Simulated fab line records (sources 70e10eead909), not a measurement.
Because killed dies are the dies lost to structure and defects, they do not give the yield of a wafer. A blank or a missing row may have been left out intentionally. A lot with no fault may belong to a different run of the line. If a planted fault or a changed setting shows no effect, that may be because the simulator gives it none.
Which of the tools did it?    flow nandHarc    72 wafers from 24 lots sampled at 6 of the route's 1159 steps

WHAT EACH GAUGE READ, for each wafer
No reading from a measuring or inspecting step in the record can be judged against a usual standard deviation.

WHAT TOOL EACH LOT RAN ON (gives the tool, then ch and the chambers of the sampled wafers, and finally the start)
lot   NHARC_A_STAIRCASE_ETCH_227                    NHARC_A_STAIRCASE_ETCH_230                    NHARC_A_STAIRCASE_DEP_259        NHARC_A_STAIRCASE_ETCH_294                    NHARC_A_STAIRCASE_ETCH_313         NHARC_A_STAIRCASE_DEP_325
L074  rieDiel-02 ch 1,2,3, day 10 15:56 or earlier  rieDiel-02 ch 0,1,2, day 10 15:56 or earlier  pecvd-04 ch 0,1,2, day 10 15:56  rieDiel-03 ch 1,2, day 11 01:55 or earlier    rieDiel-03 ch 2,3, day 11 01:55    pecvd-04 ch 0,1,2, day 12 09:11
L075  rieDiel-03 ch 0,1,2, day 11 19:40 or earlier  rieDiel-12 ch 0,1,2, day 11 19:40 or earlier  pecvd-04 ch 0,1,2, day 11 19:40  rieDiel-02 ch 0,1,3, day 12 01:57 or earlier  rieDiel-02 ch 1,2,3, day 12 01:57  pecvd-01 ch 0,1,2, day 13 08:59
L077  rieDiel-02 ch 0,1,2, day 12 05:35 or earlier  rieDiel-02 ch 0,1,3, day 12 05:35 or earlier  pecvd-03 ch 0,1,2, day 12 05:35  rieDiel-03 ch 0,1,2, day 12 11:44 or earlier  rieDiel-03 ch 1,2,3, day 12 11:44  pecvd-01 ch 0,1,2, day 13 22:52
L076  rieDiel-03 ch 0,1,2, day 12 07:39 or earlier  rieDiel-12 ch 0,2, day 12 07:39 or earlier    pecvd-04 ch 0,1,2, day 12 07:39  rieDiel-03 ch 0,3, day 12 14:22 or earlier    rieDiel-12 ch 0,1,2, day 12 14:22  pecvd-04 ch 0,1, day 13 22:53
L078  rieDiel-03 ch 1,2, day 12 08:40 or earlier    rieDiel-03 ch 0,2,3, day 12 08:40 or earlier  pecvd-01 ch 0,1, day 12 08:40    rieDiel-12 ch 0,1,3, day 12 15:33 or earlier  rieDiel-02 ch 0,2, day 12 15:33    pecvd-03 ch 0,2, day 13 22:58
L079  rieDiel-02 ch 1,2, day 12 16:35 or earlier    rieDiel-12 ch 1,2, day 12 16:35 or earlier    pecvd-03 ch 0,2, day 12 16:35    rieDiel-03 ch 2,3, day 13 00:53 or earlier    rieDiel-02 ch 0,1, day 13 00:53    pecvd-04 ch 1,2, day 14 14:20
L080  rieDiel-02 ch 1,2,3, day 12 19:33 or earlier  rieDiel-02 ch 0,1,3, day 12 19:33 or earlier  pecvd-03 ch 1,2, day 12 19:33    rieDiel-02 ch 2,3, day 13 01:36 or earlier    rieDiel-03 ch 1,2,3, day 13 01:36  pecvd-03 ch 0,2, day 14 14:14
L082  rieDiel-03 ch 0,1,3, day 13 02:03 or earlier  rieDiel-03 ch 2,3, day 13 02:03 or earlier    pecvd-03 ch 1,2, day 13 02:03    rieDiel-03 ch 2,3, day 13 08:29 or earlier    rieDiel-03 ch 0,3, day 13 08:29    pecvd-01 ch 1,2, day 14 14:19
L081  rieDiel-03 ch 0,2,3, day 13 13:14 or earlier  rieDiel-03 ch 1,2,3, day 13 13:14 or earlier  pecvd-04 ch 0,1, day 13 13:14    rieDiel-02 ch 1,2,3, day 13 22:37 or earlier  rieDiel-03 ch 0,1,2, day 13 22:37  pecvd-01 ch 0,1,2, day 15 07:24
L084  rieDiel-12 ch 0,1,3, day 14 01:18 or earlier  rieDiel-03 ch 1,3, day 14 01:18 or earlier    pecvd-01 ch 0,1, day 14 01:18    rieDiel-12 ch 0,1,3, day 14 09:03 or earlier  rieDiel-03 ch 0,1,3, day 14 09:03  pecvd-04 ch 0,1, day 15 21:55
L085  rieDiel-12 ch 2,3, day 14 01:20 or earlier    rieDiel-03 ch 1,2,3, day 14 01:20 or earlier  pecvd-03 ch 0,2, day 14 01:20    rieDiel-02 ch 2,3, day 14 09:18 or earlier    rieDiel-03 ch 0,1, day 14 09:18    pecvd-03 ch 0,2, day 15 21:37
L087  rieDiel-12 ch 1,2, day 14 08:24 or earlier    rieDiel-03 ch 0,1,2, day 14 08:24 or earlier  pecvd-03 ch 0,2, day 14 08:24    rieDiel-02 ch 0,2,3, day 14 15:52 or earlier  rieDiel-03 ch 0,3, day 14 15:52    pecvd-04 ch 0,1,2, day 16 02:04
L086  rieDiel-02 ch 0,1,2, day 14 10:40 or earlier  rieDiel-03 ch 1,2,3, day 14 10:40 or earlier  pecvd-01 ch 0,1,2, day 14 10:40  rieDiel-02 ch 0,3, day 14 16:45 or earlier    rieDiel-12 ch 0,2,3, day 14 16:45  pecvd-01 ch 0,2, day 16 01:59
L083  rieDiel-12 ch 0,3, day 14 12:29 or earlier    rieDiel-03 ch 0,1,2, day 14 12:29 or earlier  pecvd-01 ch 0,1,2, day 14 12:29  rieDiel-02 ch 0,3, day 14 19:29 or earlier    rieDiel-12 ch 1,2,3, day 14 19:29  pecvd-03 ch 0,1,2, day 16 02:13
L089  rieDiel-03 ch 0,1,3, day 15 01:20 or earlier  rieDiel-12 ch 0,1,3, day 15 01:20 or earlier  pecvd-03 ch 0,1,2, day 15 01:20  rieDiel-02 ch 0,2,3, day 15 07:28 or earlier  rieDiel-02 ch 0,1,3, day 15 07:28  pecvd-01 ch 0,1,2, day 16 15:37
L088  rieDiel-03 ch 0,1,2, day 15 02:06 or earlier  rieDiel-03 ch 0,1,3, day 15 02:06 or earlier  pecvd-04 ch 0,2, day 15 02:06    rieDiel-03 ch 0,1,3, day 15 08:22 or earlier  rieDiel-12 ch 1,2,3, day 15 08:22  pecvd-04 ch 0,2, day 16 15:43
L090  rieDiel-03 ch 0,1, day 15 19:57 or earlier    rieDiel-03 ch 2,3, day 15 19:57 or earlier    pecvd-03 ch 0,1,2, day 15 19:57  rieDiel-12 ch 1,2, day 16 03:27 or earlier    rieDiel-02 ch 2,3, day 16 03:27    pecvd-04 ch 0,1,2, day 17 11:19
L092  rieDiel-03 ch 1,2,3, day 15 22:50 or earlier  rieDiel-03 ch 0,1,2, day 15 22:50 or earlier  pecvd-03 ch 0,1,2, day 15 22:50  rieDiel-02 ch 0,1,2, day 16 09:21 or earlier  rieDiel-12 ch 1,2,3, day 16 09:21  pecvd-03 ch 0,1,2, day 17 19:51
L093  rieDiel-02 ch 0,1,3, day 16 04:11 or earlier  rieDiel-02 ch 1,2,3, day 16 04:11 or earlier  pecvd-04 ch 0,1,2, day 16 04:11  rieDiel-02 ch 1,2,3, day 16 11:25 or earlier  rieDiel-12 ch 0,2,3, day 16 11:25  pecvd-01 ch 0,1,2, day 17 19:34
L091  rieDiel-03 ch 0,1,2, day 16 06:04 or earlier  rieDiel-02 ch 0,1,2, day 16 06:04 or earlier  pecvd-03 ch 0,1,2, day 16 06:04  rieDiel-03 ch 0,2,3, day 16 13:14 or earlier  rieDiel-02 ch 2,3, day 16 13:14    pecvd-03 ch 1,2, day 17 23:10
L094  rieDiel-03 ch 1,2,3, day 16 10:13 or earlier  rieDiel-02 ch 0,2,3, day 16 10:13 or earlier  pecvd-04 ch 0,1,2, day 16 10:13  rieDiel-02 ch 0,1,3, day 16 16:35 or earlier  rieDiel-12 ch 0,1,2, day 16 16:35  pecvd-01 ch 0,1,2, day 17 22:58
L095  rieDiel-02 ch 1,2,3, day 17 05:45 or earlier  rieDiel-03 ch 0,2, day 17 05:45 or earlier    pecvd-01 ch 0,1,2, day 17 05:45  rieDiel-12 ch 0,2, day 17 12:41 or earlier    rieDiel-02 ch 1,2,3, day 17 12:41  pecvd-03 ch 0,2, day 19 00:41
L097  rieDiel-03 ch 0,1,2, day 17 05:47 or earlier  rieDiel-02 ch 1,3, day 17 05:47 or earlier    pecvd-03 ch 0,1,2, day 17 05:47  rieDiel-02 ch 1,2,3, day 17 12:32 or earlier  rieDiel-12 ch 0,2,3, day 17 12:32  pecvd-01 ch 0,2, day 19 00:47
L096  rieDiel-03 ch 1,2, day 17 08:29 or earlier    rieDiel-03 ch 0,1,2, day 17 08:29 or earlier  pecvd-03 ch 0,1,2, day 17 08:29  rieDiel-12 ch 0,2, day 17 14:49 or earlier    rieDiel-12 ch 0,2, day 17 14:49    pecvd-04 ch 0,2, day 19 00:37
- NHARC_A_STAIRCASE_ETCH_227: etches the open film in C4F8/O2, target depth 100 nm, time 40.5 s.
- NHARC_A_STAIRCASE_ETCH_230: etches the open film in C4F8/O2, target depth 100 nm, time 40.5 s.
- NHARC_A_STAIRCASE_DEP_259: deposits SiON, target thk 30 nm.
- NHARC_A_STAIRCASE_ETCH_294: etches the open film in C4F8/O2/Ar, target depth 4992 nm, time 1212.4 s.
- NHARC_A_STAIRCASE_ETCH_313: etches the open film in CF4/CHF3.
- NHARC_A_STAIRCASE_DEP_325: deposits SiO2, target thk 3800 nm.

AS READ BY THE TOOLS THEMSELVES (means over the sampled wafers that have a number; for cases with no such wafer, the mark the record gives instead)
NHARC_A_STAIRCASE_ETCH_227. Usual: chamberPressureMTorr 24.996 mTorr, standard deviation 0.022; oesProductAu 0.946 a.u., standard deviation 0.014; rfVppV 895 V, standard deviation 3.7.
lot   tool        chamberPressureMTorr (mTorr)  oesProductAu (a.u.)  rfVppV (V)  flag
L074  rieDiel-02  25.019                        0.926                891         
L075  rieDiel-03  24.993                        0.960                898         
L077  rieDiel-02  24.997                        0.947                890         
L076  rieDiel-03  24.999                        0.943                898         
L078  rieDiel-03  25.009                        0.939                899         
L079  rieDiel-02  24.999                        0.938                891         
L080  rieDiel-02  25.018                        0.943                892         
L082  rieDiel-03  24.993                        0.945                896         
L081  rieDiel-03  24.971                        0.948                897         
L084  rieDiel-12  24.983                        0.930                895         
L085  rieDiel-12  24.982                        0.928                900         
L087  rieDiel-12  24.990                        0.930                895         
L086  rieDiel-02  25.004                        0.950                890         
L083  rieDiel-12  25.002                        0.932                899         
L089  rieDiel-03  24.997                        0.950                895         
L088  rieDiel-03  25.005                        0.949                897         
L090  rieDiel-03  24.988                        0.950                897         
L092  rieDiel-03  24.996                        0.952                897         
L093  rieDiel-02  24.992                        0.957                889         
L091  rieDiel-03  24.982                        0.962                897         
L094  rieDiel-03  25.022                        0.946                898         
L095  rieDiel-02  25.010                        0.947                891         
L097  rieDiel-03  24.984                        0.943                897         
L096  rieDiel-03  24.986                        0.939                899         

NHARC_A_STAIRCASE_ETCH_230. Usual: chamberPressureMTorr 25.001 mTorr, standard deviation 0.022; oesProductAu 0.954 a.u., standard deviation 0.02; rfVppV 895 V, standard deviation 3.8.
lot   tool        chamberPressureMTorr (mTorr)  oesProductAu (a.u.)  rfVppV (V)  flag
L074  rieDiel-02  24.993                        0.947                890         
L075  rieDiel-12  24.990                        0.950                898         
L077  rieDiel-02  24.983                        0.949                892         
L076  rieDiel-12  24.985                        0.937                900         
L078  rieDiel-03  25.002                        0.951                898         
L079  rieDiel-12  25.015                        0.963                896         
L080  rieDiel-02  25.012                        0.951                891         
L082  rieDiel-03  25.007                        0.956                898         
L081  rieDiel-03  25.001                        0.945                897         
L084  rieDiel-03  24.987                        0.953                897         
L085  rieDiel-03  25.001                        0.931                898         
L087  rieDiel-03  24.998                        0.972                898         
L086  rieDiel-03  25.013                        0.976                898         
L083  rieDiel-03  24.988                        0.981                898         
L089  rieDiel-12  25.007                        0.962                896         
L088  rieDiel-03  25.002                        0.951                896         
L090  rieDiel-03  24.989                        0.952                897         
L092  rieDiel-03  24.993                        0.956                897         
L093  rieDiel-02  24.982                        0.940                891         
L091  rieDiel-02  25.009                        0.975                890         
L094  rieDiel-02  25.031                        0.931                892         
L095  rieDiel-03  24.988                        0.978                897         
L097  rieDiel-02  25.017                        0.969                889         
L096  rieDiel-03  24.991                        0.934                897         

NHARC_A_STAIRCASE_DEP_259. Usual: heaterPowerW 758 W, standard deviation 98; susceptorTempC 400.02 C, standard deviation 0.21.
lot   tool      heaterPowerW (W)  susceptorTempC (C)  flag
L074  pecvd-04  705               400.09              
L075  pecvd-04  738               399.83              
L077  pecvd-03  737               399.98              
L076  pecvd-04  770               400.09              
L078  pecvd-01  851               400.09              
L079  pecvd-03  751               400.04              
L080  pecvd-03  801               399.87              
L082  pecvd-03  839               399.77              
L081  pecvd-04  754               400.25              
L084  pecvd-01  756               400.23              
L085  pecvd-03  677               400.05              
L087  pecvd-03  714               399.79              
L086  pecvd-01  761               400.23              
L083  pecvd-01  784               400.08              
L089  pecvd-03  747               399.80              
L088  pecvd-04  715               399.91              
L090  pecvd-03  764               400.06              
L092  pecvd-03  799               400.01              
L093  pecvd-04  671               400.01              
L091  pecvd-03  731               399.88              
L094  pecvd-04  728               399.98              
L095  pecvd-01  741               399.99              
L097  pecvd-03  792               400.09              
L096  pecvd-03  787               399.88              

NHARC_A_STAIRCASE_ETCH_294. Usual: chamberPressureMTorr 25.000 mTorr, standard deviation 0.022; oesProductAu 0.939 a.u., standard deviation 0.015; rfVppV 1823 V, standard deviation 8.5.
lot   tool        chamberPressureMTorr (mTorr)  oesProductAu (a.u.)  rfVppV (V)  flag
L074  rieDiel-03  25.004                        0.938                1836        
L075  rieDiel-02  25.002                        0.931                1816        
L077  rieDiel-03  24.999                        0.948                1830        
L076  rieDiel-03  24.998                        0.935                1824        
L078  rieDiel-12  24.981                        0.926                1828        
L079  rieDiel-03  25.020                        0.940                1832        
L080  rieDiel-02  24.980                        0.936                1819        
L082  rieDiel-03  25.000                        0.964                1831        
L081  rieDiel-02  25.006                        0.937                1818        
L084  rieDiel-12  24.987                        0.923                1827        
L085  rieDiel-02  24.995                        0.942                1820        
L087  rieDiel-02  24.996                        0.933                1819        
L086  rieDiel-02  24.985                        0.946                1819        
L083  rieDiel-02  25.010                        0.961                1819        
L089  rieDiel-02  25.011                        0.957                1819        
L088  rieDiel-03  24.980                        0.950                1826        
L090  rieDiel-12  25.014                        0.915                1831        
L092  rieDiel-02  24.983                        0.936                1815        
L093  rieDiel-02  25.006                        0.931                1815        
L091  rieDiel-03  24.995                        0.958                1827        
L094  rieDiel-02  25.003                        0.955                1816        
L095  rieDiel-12  25.000                        0.920                1834        
L097  rieDiel-02  25.017                        0.941                1816        
L096  rieDiel-12  24.992                        0.928                1837        

NHARC_A_STAIRCASE_ETCH_313. Usual: chamberPressureMTorr 25.003 mTorr, standard deviation 0.021; drypumpMotorCurrentA 5.6 A, standard deviation 0.41; oesProductAu 0.936 a.u., standard deviation 0.019; rfVppV 370.3 V, standard deviation 1.9; showerheadPlenumPTorr 1.56 Torr, standard deviation 0.051; throttleValvePct 16.802 %, standard deviation 0.0083.
lot   tool        chamberPressureMTorr (mTorr)  drypumpMotorCurrentA (A)  oesProductAu (a.u.)  rfVppV (V)  showerheadPlenumPTorr (Torr)  throttleValvePct (%)  flag
L074  rieDiel-03  25.004                        5.5                       0.934                371.5       1.61                          16.797                
L075  rieDiel-02  25.011                        5.5                       0.931                368.2       1.51                          16.800                
L077  rieDiel-03  24.996                        5.4                       0.926                371.9       1.59                          16.802                
L076  rieDiel-12  25.002                        5.9                       0.947                372.4       1.59                          16.802                
L078  rieDiel-02  24.986                        5.5                       0.966                368.3       1.52                          16.808                
L079  rieDiel-02  25.017                        5.9                       0.933                367.0       1.48                          16.792                
L080  rieDiel-03  24.997                        5.4                       0.953                371.2       1.59                          16.808                
L082  rieDiel-03  25.013                        5.8                       0.935                370.3       1.56                          16.800                
L081  rieDiel-03  25.005                        5.1                       0.925                371.3       1.59                          16.804                
L084  rieDiel-03  24.991                        5.3                       0.985                369.8       1.57                          16.802                
L085  rieDiel-03  25.017                        5.0                       0.940                371.0       1.59                          16.795                
L087  rieDiel-03  25.000                        5.8                       0.939                370.2       1.55                          16.801                
L086  rieDiel-12  24.995                        5.7                       0.933                372.2       1.62                          16.802                
L083  rieDiel-12  25.000                        5.8                       0.946                371.6       1.59                          16.797                
L089  rieDiel-02  25.009                        5.7                       0.930                368.9       1.51                          16.803                
L088  rieDiel-12  25.007                        5.8                       0.916                370.6       1.58                          16.799                
L090  rieDiel-02  24.983                        5.3                       0.924                369.1       1.53                          16.790                
L092  rieDiel-12  25.010                        5.8                       0.943                371.1       1.58                          16.805                
L093  rieDiel-12  25.016                        5.7                       0.913                371.9       1.61                          16.807                
L091  rieDiel-02  24.994                        5.2                       0.936                369.3       1.53                          16.800                
L094  rieDiel-12  25.005                        5.9                       0.929                371.4       1.58                          16.805                
L095  rieDiel-02  24.991                        5.5                       0.934                367.9       1.50                          16.797                
L097  rieDiel-12  25.016                        5.7                       0.933                372.6       1.61                          16.799                
L096  rieDiel-12  25.016                        5.9                       0.907                371.6       1.63                          16.808                

NHARC_A_STAIRCASE_DEP_325. Usual: heaterPowerW 663 W, standard deviation 98; susceptorTempC 399.97 C, standard deviation 0.24.
lot   tool      heaterPowerW (W)  susceptorTempC (C)  flag
L074  pecvd-04  648               399.79              
L075  pecvd-01  712               399.93              
L077  pecvd-01  748               399.93              
L076  pecvd-04  742               399.79              
L078  pecvd-03  597               399.66              
L079  pecvd-04  613               399.77              
L080  pecvd-03  603               400.14              
L082  pecvd-01  684               400.33              
L081  pecvd-01  660               399.88              
L084  pecvd-04  637               400.09              
L085  pecvd-03  660               400.09              
L087  pecvd-04  610               400.30              
L086  pecvd-01  666               399.97              
L083  pecvd-03  611               400.02              
L089  pecvd-01  698               400.00              
L088  pecvd-04  642               400.11              
L090  pecvd-04  622               399.88              
L092  pecvd-03  612               399.94              
L093  pecvd-01  708               400.04              
L091  pecvd-03  725               400.08              
L094  pecvd-01  731               399.89              
L095  pecvd-03  553               400.04              
L097  pecvd-01  663               400.02              
L096  pecvd-04  596               399.77              

THE ANSWER, worked out from the rows above alone
Rule: lot off if the mean of its wafers having a number is beyond 3 standard deviations from the usual mean. Also off: a lot with no number at a reading for which 4 or more lots have one. All remaining lots with rows at the step are treated as sound. The gauges are gone through in route order, then the tools' own readings, and for those a lot's mean is taken as printed above. At the first step where some lot is off, the reading lying furthest off is the one used; lots without a number count as furthest.
Across all readings shown, no lot is off: no conclusion can be drawn from this.

WHAT THE SIMULATOR HAD PUT IN
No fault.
